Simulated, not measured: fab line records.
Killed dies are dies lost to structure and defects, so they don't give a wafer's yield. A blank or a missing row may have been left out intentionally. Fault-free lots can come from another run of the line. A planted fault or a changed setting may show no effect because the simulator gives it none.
fab line records	flow n5-finfet	part 1 of 2: steps 1 to 20 of 26
record lots=5	wafers=15	last-day=17
route steps=1938 shown MOL_CONTACT_COAG@518
lots with no fault: from the same line, run without faults
start-h: hours from the record's opening day to when the first of the lot's shown wafers began	wait-h: how many hours have passed since the lot's step before this one	" as in the row above	L1.1+2: a single row standing in for several wafers	- value missing, or start not given	* or withheld: withheld	< > ~ a bound
route shown NAME@n: names a module that has steps shown in the file, with the first one's number in the route	usual: mean/standard deviation of fault-free wafers	same: alike in all rows	chamber/n: place in a boat	sites: per-site readings	_std_site: the standard deviation of these	_edge_site: the outer-site mean with the inner-site mean subtracted	radius-mm: for every site, how far away it sits from the centre of the wafer	mask NAME#n: copy n	behind: the tool/chamber that last shaped the wafer	hold: the reason the lot was held/the length of the hold in hours/how it ended	device: whichever transistor did not switch (one of n, p or np)	end of line: the same wafers' tests at the end of the route	step lacking rows: just its recipe	killed: count of dies lost to structure and defects at first sort (not the wafer's yield)	map: the dies of a wafer, with x for killed, . for not killed, _ for no die there
set.NAME: the setting as run; set.NAME@STEP: as run at that earlier step	model.NAME: the simulator's own value behind a step, which no gauge read
a table for each step, a row for each wafer; lots at some steps of the route
services: when a tool's chamber went out of use (start-h, in hours from the record's first day, below 0 if earlier), for how many hours, and the reason
## steps
# step N5_MOL_CONTACT_COAG_COAT_104
# recipe resist=SiARC	temp-c=220	time-s=60	spin-rpm=1500	resist-thk-nm=12
# usual resist-line-temp-C=22.99/0.11
lot.wafer	tool	chamber	start-h	wait-h	resist-line-temp-C
L085.2	litho-track-05	0	-	-	23.01
L085.4	"	0	"	"	22.95
L085.6	"	0	"	"	22.94
L088.2	litho-track-03	0	-	-	22.98
L088.4	"	0	"	"	22.99
L088.6	"	0	"	"	22.92
L089.3	litho-track-05	0	-	-	22.82
L089.4	"	0	"	"	23.16
L089.5	"	0	"	"	23.03
L090.2	litho-track-03	0	-	-	23.07
L090.3	"	0	"	"	23.07
L090.4	"	0	"	"	23.11
L097.1	litho-track-03	0	-	-	22.91
L097.2	"	0	"	"	23.00
L097.3	"	0	"	"	22.97
# step N5_MOL_CONTACT_COAG_COAT_58
# recipe resist=underlayer	temp-c=205	time-s=60	spin-rpm=1500	resist-thk-nm=10
# usual resist-line-temp-C=22.99/0.092
lot.wafer	tool	chamber	start-h	wait-h	resist-line-temp-C
L085.2	litho-track-05	0	-	-	22.97
L085.4	"	0	"	"	22.94
L085.6	"	0	"	"	22.99
L088.2	litho-track-03	0	-	-	22.94
L088.4	"	0	"	"	23.00
L088.6	"	0	"	"	23.04
L089.3	litho-track-05	0	-	-	23.03
L089.4	"	0	"	"	23.07
L089.5	"	0	"	"	23.05
L090.2	litho-track-03	0	-	-	22.93
L090.3	"	0	"	"	22.89
L090.4	"	0	"	"	22.99
L097.1	litho-track-03	0	-	-	22.95
L097.2	"	0	"	"	22.91
L097.3	"	0	"	"	23.09
# step N5_MOL_CONTACT_COAG_COAT_02
# recipe resist=CAR-EUV	spin-rpm=1500	resist-thk-nm=30
# usual resist-line-temp-C=23.02/0.099
lot.wafer	tool	chamber	start-h	wait-h	resist-line-temp-C
L085.2	litho-track-05	0	-	-	23.03
L085.4	"	0	"	"	23.08
L085.6	"	0	"	"	22.86
L088.2	litho-track-03	0	-	-	23.05
L088.4	"	0	"	"	22.89
L088.6	"	0	"	"	23.06
L089.3	litho-track-05	0	-	-	23.09
L089.4	"	0	"	"	23.02
L089.5	"	0	"	"	23.09
L090.2	litho-track-03	0	-	-	22.99
L090.3	"	0	"	"	23.06
L090.4	"	0	"	"	22.93
L097.1	litho-track-03	0	-	-	23.05
L097.2	"	0	"	"	22.93
L097.3	"	0	"	"	22.91
# step N5_MOL_CONTACT_COAG_EBR_04
# recipe solvent=PGMEA	ebr-width-mm=1.5
# usual resist-line-temp-C=23.01/0.1
lot.wafer	tool	chamber	start-h	wait-h	resist-line-temp-C
L085.2	litho-track-05	0	-	-	22.96
L085.4	"	0	"	"	22.83
L085.6	"	0	"	"	22.93
L088.2	litho-track-03	0	-	-	22.88
L088.4	"	0	"	"	23.17
L088.6	"	0	"	"	23.17
L089.3	litho-track-05	0	-	-	22.96
L089.4	"	0	"	"	22.83
L089.5	"	0	"	"	22.81
L090.2	litho-track-03	0	-	-	23.14
L090.3	"	0	"	"	22.99
L090.4	"	0	"	"	22.97
L097.1	litho-track-03	0	-	-	22.99
L097.2	"	0	"	"	23.01
L097.3	"	0	"	"	22.97
# step N5_MOL_CONTACT_COAG_SOFTBAKE_03
# recipe temp-c=110	time-s=60	resist=CAR-EUV
# usual resist-line-temp-C=23.00/0.11
lot.wafer	tool	chamber	start-h	wait-h	resist-line-temp-C
L085.2	litho-track-05	0	-	-	22.96
L085.4	"	0	"	"	23.14
L085.6	"	0	"	"	23.10
L088.2	litho-track-03	0	-	-	23.15
L088.4	"	0	"	"	22.95
L088.6	"	0	"	"	23.06
L089.3	litho-track-05	0	-	-	22.93
L089.4	"	0	"	"	22.87
L089.5	"	0	"	"	22.97
L090.2	litho-track-03	0	-	-	22.89
L090.3	"	0	"	"	22.87
L090.4	"	0	"	"	23.09
L097.1	litho-track-03	0	-	-	23.12
L097.2	"	0	"	"	22.98
L097.3	"	0	"	"	22.93
# step N5_MOL_CONTACT_COAG_EXPOSE_05
# recipe mask-id=CA	na=0.33	source-shape=annular	sigma-inner=0.4	sigma-outer=0.8	polarization=unpolarized	defocus-nm=0	dose-mj=38.25
lot.wafer	tool	chamber	start-h	wait-h	mask
L085.2+4+6	euv-scanner-01	0	154.80	-	CA#0
L088.2+4+6	euv-scanner-02	0	170.80	-	CA#0
L089.3+4+5	euv-scanner-02	0	176.95	-	CA#0
L090.2+3+4	euv-scanner-01	0	182.54	-	CA#0
L097.1+2+3	euv-scanner-02	0	227.47	-	CA#0
# step N5_MOL_CONTACT_COAG_PEB_06
# recipe peb-temp-c=100	peb-time-s=60	resist=CAR-EUV
# usual resist-line-temp-C=23.00/0.11
lot.wafer	tool	chamber	start-h	wait-h	resist-line-temp-C
L085.2	litho-track-03	0	154.86	0.0	22.90
L085.4	"	0	"	"	22.86
L085.6	"	0	"	"	22.84
L088.2	litho-track-04	0	170.86	0.0	23.16
L088.4	"	0	"	"	22.78
L088.6	"	0	"	"	22.97
L089.3	litho-track-04	0	177.00	0.0	22.88
L089.4	"	0	"	"	22.82
L089.5	"	0	"	"	22.81
L090.2	litho-track-03	0	182.60	0.0	23.06
L090.3	"	0	"	"	23.02
L090.4	"	0	"	"	22.88
L097.1	litho-track-05	0	227.53	0.1	22.96
L097.2	"	0	"	"	22.91
L097.3	"	0	"	"	23.14
# step N5_MOL_CONTACT_COAG_DEVELOP_07
# recipe develop-time-s=30	developer=TMAH	resist=CAR-EUV	rinse-liquid=surfactant-rinse	dry=air-spin	dev-temp-c=23
# usual resist-line-temp-C=22.99/0.12
lot.wafer	tool	chamber	start-h	wait-h	resist-line-temp-C
L085.2	litho-track-03	0	-	-	22.84
L085.4	"	0	"	"	23.00
L085.6	"	0	"	"	22.94
L088.2	litho-track-04	0	-	-	23.13
L088.4	"	0	"	"	23.06
L088.6	"	0	"	"	23.12
L089.3	litho-track-04	0	-	-	23.05
L089.4	"	0	"	"	22.81
L089.5	"	0	"	"	22.94
L090.2	litho-track-03	0	-	-	23.01
L090.3	"	0	"	"	23.00
L090.4	"	0	"	"	22.91
L097.1	litho-track-05	0	-	-	22.86
L097.2	"	0	"	"	22.80
L097.3	"	0	"	"	22.79
# step N5_MOL_CONTACT_COAG_CD_MEAS_08
# recipe target-cd-nm=28	landing-energy-ev=500	detector=se-inlens	polarity=opening
# usual cd-nm=28.09/0.26
lot.wafer	tool	chamber	start-h	wait-h	cd-nm
L085.2	cd-sem-01	0	154.92	-	28.21
L085.4	"	0	"	"	27.95
L085.6	"	0	"	"	28.33
L088.2	cd-sem-02	0	170.93	-	28.34
L088.4	"	0	"	"	28.08
L088.6	"	0	"	"	28.49
L089.3	cd-sem-02	0	177.06	-	28.40
L089.4	"	0	"	"	28.22
L089.5	"	0	"	"	27.87
L090.2	cd-sem-02	0	182.67	-	28.24
L090.3	"	0	"	"	27.98
L090.4	"	0	"	"	27.71
L097.1	cd-sem-03	0	227.60	-	28.14
L097.2	"	0	"	"	28.16
L097.3	"	0	"	"	27.97
# step N5_MOL_CONTACT_COAG_OVL_MEAS_09
# recipe points-per-wafer=522
# usual CA_OVL=0.0/0.65
lot.wafer	tool	chamber	start-h	wait-h	CA_OVL[nm]
L085.2	overlay-02	0	154.96	0.0	-1.5
L085.4	"	0	"	"	0.3
L085.6	"	0	"	"	-0.6
L088.2	overlay-02	0	170.96	0.0	0.4
L088.4	"	0	"	"	0.9
L088.6	"	0	"	"	0.3
L089.3	overlay-02	0	177.10	0.0	-0.2
L089.4	"	0	"	"	0.8
L089.5	"	0	"	"	0.7
L090.2	overlay-01	0	182.71	0.0	-0.3
L090.3	"	0	"	"	0.6
L090.4	"	0	"	"	0.3
L097.1	overlay-01	0	227.63	0.0	-0.9
L097.2	"	0	"	"	-0.9
L097.3	"	0	"	"	-1.4
# step N5_MOL_CONTACT_COAG_INSPECT_10
# recipe mode=adi	inspect-instrument=brightfield
# usual raw-defect-count=70/23
lot.wafer	tool	chamber	start-h	wait-h	raw-defect-count
L085.2	defect-inspect-02	-	155.01	0.0	55
L085.4	"	-	"	"	112
L085.6	"	-	"	"	98
L088.2	defect-inspect-01	-	171.01	0.0	84
L088.4	"	-	"	"	46
L088.6	"	-	"	"	68
L089.3	defect-inspect-02	-	177.15	0.0	112
L089.4	"	-	"	"	100
L089.5	"	-	"	"	79
L090.2	defect-inspect-01	-	182.76	0.0	69
L090.3	"	-	"	"	67
L090.4	"	-	"	"	81
L097.1	defect-inspect-01	-	227.69	0.1	64
L097.2	"	-	"	"	89
L097.3	"	-	"	"	73
# step N5_MOL_CONTACT_COAG_DESCUM_13
# recipe chemistry=O2	time-s=7	source-power-w=50	bias-power-w=20	pressure-mtorr=20	rf-frequency-hz=2.712e+07	temp-c=40	resist=CAR-EUV	o2-flow-sccm=225
# usual drypump-motor-current-A=5.7/0.42	o2-flow-sccm=224.9/0.68	oes-product-au=0.78/0.092	rf-vpp-V=243.5/1.5	showerhead-plenum-p-Torr=2.10/0.085	throttle-valve-pct=20.47/0.25
lot.wafer	tool	chamber	start-h	wait-h	drypump-motor-current-A	o2-flow-sccm	oes-product-au	rf-hours-counter-h	rf-vpp-V	showerhead-plenum-p-Torr	throttle-valve-pct
L085.2	rie-diel-03	1	155.05	0.0	6.2	225.6	0.69	244	243.3	2.05	20.24
L085.4	"	0	"	"	5.4	224.3	0.67	230	241.9	1.97	20.58
L085.6	"	3	"	"	6.0	224.8	0.85	-	242.8	2.16	20.40
L088.2	rie-diel-02	2	171.05	0.0	5.3	225.8	0.90	20	244.1	2.23	20.45
L088.4	"	3	"	"	6.4	224.8	0.82	78	242.8	2.11	20.14
L088.6	"	1	"	"	5.9	224.9	0.67	-	242.0	1.95	20.46
L089.3	rie-diel-03	2	177.18	0.0	5.6	224.4	0.75	131	244.0	2.13	20.68
L089.4	"	2	"	"	5.6	225.6	0.74	-	243.0	2.13	20.70
L089.5	"	3	"	"	6.0	224.7	0.84	-	243.8	2.16	20.40
L090.2	rie-diel-02	2	183.17	0.4	5.3	223.9	0.88	24	245.3	2.22	20.46
L090.3	"	3	"	"	6.4	224.5	0.81	82	244.2	2.10	20.16
L090.4	"	0	"	"	5.1	224.7	0.70	-	242.6	1.97	20.60
L097.1	rie-diel-03	0	227.72	0.0	5.4	225.7	0.99	0	245.8	2.22	20.14
L097.2	"	3	"	"	6.0	223.8	0.82	89	243.4	2.15	20.45
L097.3	"	2	"	"	5.6	225.3	0.73	153	242.5	2.12	20.71
# step N5_MOL_CONTACT_COAG_ETCH_59
# recipe chemistry=N2/H2	target=underlayer	target-depth-a=130	mask-material=CAR-EUV	time-s=10.4	ion-energy-ev=200	pressure-mtorr=30	source-w=840	bias-w=150	n2-flow-sccm=200	h2-flow-sccm=200	ends=cleared
# usual drypump-motor-current-A=5.7/0.42	etch-rf-on-time-s=10.5/0.5	oes-product-au=0.67/0.084	rf-vpp-V=524.3/2.9	showerhead-plenum-p-Torr=2.56/0.1	throttle-valve-pct=17.90/0.29
lot.wafer	tool	chamber	start-h	wait-h	drypump-motor-current-A	etch-rf-on-time-s	oes-product-au	rf-hours-counter-h	rf-vpp-V	showerhead-plenum-p-Torr	throttle-valve-pct
L085.2	rie-diel-03	1	155.08	0.0	6.1	10.5	0.60	244	522.9	2.49	17.76
L085.4	"	0	"	"	5.4	11.1	0.57	230	520.2	2.42	18.14
L085.6	"	3	"	"	6.0	10.5	0.73	-	523.6	2.57	17.60
L088.2	rie-diel-02	2	171.08	0.0	5.3	9.7	0.80	20	527.3	2.72	17.97
L088.4	"	3	"	"	6.4	9.9	0.73	78	525.1	2.59	17.85
L088.6	"	1	"	"	5.9	10.6	0.57	-	520.0	2.40	18.05
L089.3	rie-diel-03	2	177.22	0.0	5.7	11.1	0.64	131	525.0	2.52	17.64
L089.4	"	2	"	"	5.6	11.0	0.63	-	525.4	2.52	17.66
L089.5	"	3	"	"	6.0	10.6	0.71	-	525.0	2.57	17.62
L090.2	rie-diel-02	2	183.20	0.0	5.3	9.7	0.79	24	527.8	2.72	17.97
L090.3	"	3	"	"	6.4	9.9	0.72	82	525.3	2.59	17.81
L090.4	"	0	"	"	5.1	10.6	0.60	-	520.3	2.42	18.19
L097.1	rie-diel-03	0	227.76	0.0	5.4	10.6	0.84	0	529.8	2.73	17.67
L097.2	"	3	"	"	6.0	10.4	0.70	89	523.2	2.56	17.67
L097.3	"	2	"	"	5.6	11.0	0.61	153	524.7	2.51	17.70
# step N5_MOL_CONTACT_COAG_ETCH_105
# recipe chemistry=CF4	target=SiARC	target-depth-a=156	mask-material=CAR-EUV	time-s=26	ion-energy-ev=80	pressure-mtorr=40	source-w=545	bias-w=36	Ar_flow_sccm=100	cf4-flow-sccm=100	ends=cleared
# usual drypump-motor-current-A=5.7/0.42	etch-rf-on-time-s=26.1/1.3	oes-product-au=0.67/0.085	rf-vpp-V=184.3/1.3	showerhead-plenum-p-Torr=2.15/0.089	throttle-valve-pct=15.63/0.26
lot.wafer	tool	chamber	start-h	wait-h	drypump-motor-current-A	etch-rf-on-time-s	oes-product-au	rf-hours-counter-h	rf-vpp-V	showerhead-plenum-p-Torr	throttle-valve-pct
L085.2	rie-diel-03	1	155.10	0.0	6.2	26.3	0.60	244	183.6	2.10	15.48
L085.4	"	0	"	"	5.4	28.3	0.56	230	182.9	2.01	15.71
L085.6	"	3	"	"	6.0	26.7	0.72	-	183.3	2.19	15.47
L088.2	rie-diel-02	2	171.10	0.0	5.3	24.2	0.80	20	186.0	2.30	15.64
L088.4	"	3	"	"	6.4	25.3	0.71	78	183.7	2.17	15.44
L088.6	"	1	"	"	5.9	26.4	0.58	-	181.7	2.02	15.86
L089.3	rie-diel-03	2	177.24	0.0	5.6	27.6	0.64	131	186.2	2.17	15.76
L089.4	"	2	"	"	5.6	27.6	0.64	-	184.0	2.17	15.78
L089.5	"	3	"	"	6.0	26.9	0.70	-	183.6	2.18	15.49
L090.2	rie-diel-02	2	183.22	0.0	5.3	24.4	0.78	24	184.6	2.30	15.65
L090.3	"	3	"	"	6.4	25.4	0.72	82	184.9	2.17	15.46
L090.4	"	0	"	"	5.1	26.6	0.60	-	182.2	2.03	15.84
L097.1	rie-diel-03	0	227.78	0.0	5.4	26.7	0.83	0	186.4	2.25	15.25
L097.2	"	3	"	"	6.0	26.1	0.70	89	184.5	2.18	15.50
L097.3	"	2	"	"	5.6	27.3	0.62	153	183.5	2.16	15.82
# step N5_MOL_CONTACT_COAG_ETCH_106
# recipe chemistry=N2/H2	target=SOC	target-depth-a=800	overetch-a=160	mask-material=SiARC	temp-c=40	time-s=120	ion-energy-ev=200	pressure-mtorr=30	source-w=840	bias-w=150	n2-flow-sccm=200	h2-flow-sccm=200
# usual drypump-motor-current-A=5.7/0.43	oes-product-au=0.71/0.078	rf-vpp-V=524.2/2.9	showerhead-plenum-p-Torr=2.56/0.1	throttle-valve-pct=17.87/0.29
lot.wafer	tool	chamber	start-h	wait-h	drypump-motor-current-A	oes-product-au	rf-hours-counter-h	rf-vpp-V	showerhead-plenum-p-Torr	throttle-valve-pct
L085.2	rie-diel-03	1	155.13	0.0	6.2	0.63	244	521.2	2.49	17.75
L085.4	"	0	"	"	5.4	0.63	230	519.4	2.42	18.10
L085.6	"	3	"	"	6.0	0.76	-	523.8	2.57	17.58
L088.2	rie-diel-02	2	171.13	0.0	5.3	0.79	20	528.0	2.72	17.91
L088.4	"	3	"	"	6.4	0.75	78	523.7	2.59	17.79
L088.6	"	1	"	"	5.9	0.61	-	518.6	2.40	18.04
L089.3	rie-diel-03	2	177.27	0.0	5.7	0.69	132	524.7	2.52	17.62
L089.4	"	2	"	"	5.7	0.69	-	525.2	2.52	17.63
L089.5	"	3	"	"	6.0	0.75	-	524.8	2.57	17.60
L090.2	rie-diel-02	2	183.25	0.0	5.3	0.79	25	528.5	2.72	17.92
L090.3	"	3	"	"	6.4	0.74	82	526.3	2.59	17.78
L090.4	"	0	"	"	5.0	0.64	-	518.8	2.42	18.18
L097.1	rie-diel-03	0	227.81	0.0	5.4	0.88	1	528.4	2.73	17.67
L097.2	"	3	"	"	6.0	0.73	89	524.1	2.56	17.63
L097.3	"	2	"	"	5.6	0.67	153	525.5	2.51	17.68
# step N5_MOL_CONTACT_COAG_STRIP_107
# recipe chemistry=N2/H2	temp-c=40	n2-flow-sccm=200	h2-flow-sccm=200	rf-frequency-hz=6e+07
lot.wafer	tool	chamber	start-h	wait-h
L085.2+4+6	rie-diel-03	1,0,3	155.21	0.0
L088.2+4+6	rie-diel-02	2,3,1	171.21	0.0
L089.3+4+5	rie-diel-03	2,2,3	177.35	0.0
L090.2+3+4	rie-diel-02	2,3,0	183.33	0.0
L097.1+2+3	rie-diel-03	0,3,2	227.89	0.0
# step N5_MOL_CONTACT_COAG_STRIP_108
# recipe chemistry=N2/H2	temp-c=40	n2-flow-sccm=200	h2-flow-sccm=200	rf-frequency-hz=6e+07
lot.wafer	tool	chamber	start-h	wait-h
L085.2+4+6	rie-diel-03	1,0,3	155.22	0.0
L088.2+4+6	rie-diel-02	2,3,1	171.22	0.0
L089.3+4+5	rie-diel-03	2,2,3	177.36	0.0
L090.2+3+4	rie-diel-02	2,3,0	183.34	0.0
L097.1+2+3	rie-diel-03	0,3,2	227.90	0.0
# step N5_MOL_CONTACT_COAG_CONTACT_ETCH_14
# recipe chemistry=C4F6/O2	target=SiO2	target-depth-a=275	overetch-a=85	mask-material=SOC	pressure-mtorr=30	source-w=370	bias-w=185	Ar_flow_sccm=300	C4F6_flow_sccm=16	O2_flow_sccm=10	time-s=20	ion-energy-ev=259.6
# usual drypump-motor-current-A=5.7/0.42	oes-product-au=0.67/0.075	rf-vpp-V=693/3.7	showerhead-plenum-p-Torr=2.89/0.12	throttle-valve-pct=21.31/0.26
lot.wafer	tool	chamber	start-h	wait-h	drypump-motor-current-A	oes-product-au	rf-hours-counter-h	rf-vpp-V	showerhead-plenum-p-Torr	throttle-valve-pct
L085.2	rie-diel-03	1	155.23	0.0	6.2	0.60	244	690	2.81	20.95
L085.4	"	0	"	"	5.4	0.59	230	687	2.69	21.24
L085.6	"	3	"	"	6.0	0.72	-	696	2.93	21.10
L088.2	rie-diel-02	2	171.23	0.0	5.3	0.76	20	700	3.08	21.45
L088.4	"	3	"	"	6.4	0.70	78	693	2.96	21.38
L088.6	"	1	"	"	5.9	0.59	-	690	2.70	21.34
L089.3	rie-diel-03	2	177.37	0.0	5.6	0.65	132	693	2.91	21.49
L089.4	"	2	"	"	5.6	0.65	-	694	2.91	21.49
L089.5	"	3	"	"	6.0	0.72	-	694	2.93	21.12
L090.2	rie-diel-02	2	183.35	0.0	5.3	0.75	25	699	3.08	21.46
L090.3	"	3	"	"	6.4	0.71	82	694	2.96	21.37
L090.4	"	0	"	"	5.1	0.61	-	688	2.72	21.43
L097.1	rie-diel-03	0	227.91	0.0	5.4	0.83	1	700	3.02	20.84
L097.2	"	3	"	"	6.0	0.69	89	694	2.92	21.16
L097.3	"	2	"	"	5.6	0.63	153	694	2.90	21.51
# step N5_MOL_CONTACT_COAG_STRIP_109
# recipe chemistry=C4F6/O2	resist=SiARC	rf-frequency-hz=6e+07
lot.wafer	tool	chamber	start-h	wait-h
L085.2+4+6	rie-diel-03	1,0,3	155.25	0.0
L088.2+4+6	rie-diel-02	2,3,1	171.26	0.0
L089.3+4+5	rie-diel-03	2,2,3	177.39	0.0
L090.2+3+4	rie-diel-02	2,3,0	183.38	0.0
L097.1+2+3	rie-diel-03	0,3,2	227.93	0.0
# step N5_MOL_CONTACT_COAG_ETCH_15
# recipe chemistry=CH3F/O2	target=SiNx	target-depth-a=70	mask-material=SOC	stop-on=Si:P	over-etch-frac=0.75	ion-energy-ev=120	pressure-mtorr=30	source-w=395	bias-w=73	Ar_flow_sccm=150	CH3F_flow_sccm=30	O2_flow_sccm=20
# usual CH3F_flow_sccm=30.00/0.087	drypump-motor-current-A=5.7/0.42	oes-product-au=0.58/0.064	rf-vpp-V=299/11	showerhead-plenum-p-Torr=2.01/0.086	throttle-valve-pct=16.36/0.24
lot.wafer	tool	chamber	start-h	wait-h	CH3F_flow_sccm	drypump-motor-current-A	oes-product-au	rf-hours-counter-h	rf-vpp-V	showerhead-plenum-p-Torr	throttle-valve-pct
L085.2	rie-diel-03	1	155.26	0.0	29.88	6.2	0.52	244	299	1.95	16.16
L085.4	"	0	"	"	29.96	5.4	0.51	230	304	1.87	16.44
L085.6	"	3	"	"	30.02	6.0	0.62	-	301	2.04	16.17
L088.2	rie-diel-02	2	171.27	0.0	29.95	5.3	0.65	20	292	2.14	16.34
L088.4	"	3	"	"	30.01	6.4	0.61	78	304	2.05	16.31
L088.6	"	1	"	"	30.03	5.9	0.50	-	305	1.87	16.48
L089.3	rie-diel-03	2	177.40	0.0	29.95	5.6	0.56	132	303	2.02	16.48
L089.4	"	2	"	"	29.96	5.6	0.56	-	302	2.02	16.49
L089.5	"	3	"	"	29.84	6.0	0.61	-	302	2.04	16.17
L090.2	rie-diel-02	2	183.39	0.0	30.04	5.3	0.65	25	291	2.14	16.36
L090.3	"	3	"	"	29.93	6.4	0.61	82	305	2.05	16.31
L090.4	"	0	"	"	30.04	5.1	0.52	-	297	1.88	16.52
L097.1	rie-diel-03	0	227.94	0.0	30.08	5.4	0.72	1	311	2.11	15.96
L097.2	"	3	"	"	30.09	6.0	0.60	89	301	2.03	16.21
L097.3	"	2	"	"	30.10	5.6	0.54	153	302	2.01	16.52
